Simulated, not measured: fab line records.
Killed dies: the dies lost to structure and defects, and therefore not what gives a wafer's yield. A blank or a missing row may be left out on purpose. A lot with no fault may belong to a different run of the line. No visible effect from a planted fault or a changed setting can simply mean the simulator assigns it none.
Matching of chambers	flow nandHarc	NHARC_P_GATE_DESCUM_31 on rieDiel-12 has 4 sister chambers
The step chemistry O2, time 3 s. 14 wafers are shown with their chamber, then 7 later ones without.

## WAFERS WITH THEIR CHAMBER
wafer	chamber	drypumpMotorCurrentA (A)	oesProductAu (a.u.)	rfVppV (V)
L077.1	3	6.2	0.997	56.9
L077.2	2	5.2	1.009	56.4
L077.6	0	5.5	0.985	57.2
L079.1	2	5.2	1.015	58.4
L079.2	1	4.7	0.995	57.5
L079.5	2	5.2	1.014	57.7
L083.2	0	5.5	0.994	58.1
L083.3	3	6.2	1.005	56.1
L083.5	0	5.5	0.999	57.1
L090.1	3	6.3	0.994	57.1
L090.3	1	4.7	0.991	58.0
L090.6	3	6.2	1.000	55.5
L092.3	3	6.2	1.002	58.4
L092.4	1	4.7	0.995	58.3

SIGNATURES, as means of the wafers listed above
reading	chamber 0	chamber 1	chamber 2	chamber 3	scatter within a chamber
drypumpMotorCurrentA	5.500	4.700	5.200	6.220	0.0283
oesProductAu	0.99267	0.99367	1.01267	0.99960	0.00453
rfVppV	57.467	57.933	57.500	56.800	0.885
Rule: a wafer lies at a distance from a chamber equal to the root of the sum of squares, over the readings, of (its reading less the chamber's mean, divided by the reading's scatter). The wafer belongs to the nearest chamber; if the next one is less than 2 further off, it can't be placed. The scatter: the root of (the sum of the squares of (reading less its chamber's mean) over the shown wafers, divided by (wafers less chambers)).

## WAFERS WITHOUT THEIR CHAMBER
wafer	drypumpMotorCurrentA (A)	oesProductAu (a.u.)	rfVppV (V)
L092.6	5.2	1.005	58.7
L095.1	6.2	0.994	57.4
L095.2	5.5	1.007	56.9
L095.4	5.2	1.010	57.6
L096.1	5.5	1.010	58.1
L096.3	6.2	0.998	57.8
L096.5	5.5	1.006	57.2

## WHICH CHAMBER EACH WENT THROUGH
wafer	from the rows above	in truth
L092.6	2	2
L095.1	3	3
L095.2	0	0
L095.4	2	2
L096.1	0	0
L096.3	3	3
L096.5	0	0
Correct placement for 7 of the 7. Number that these rows cannot place: 0. 0 placed wrongly.
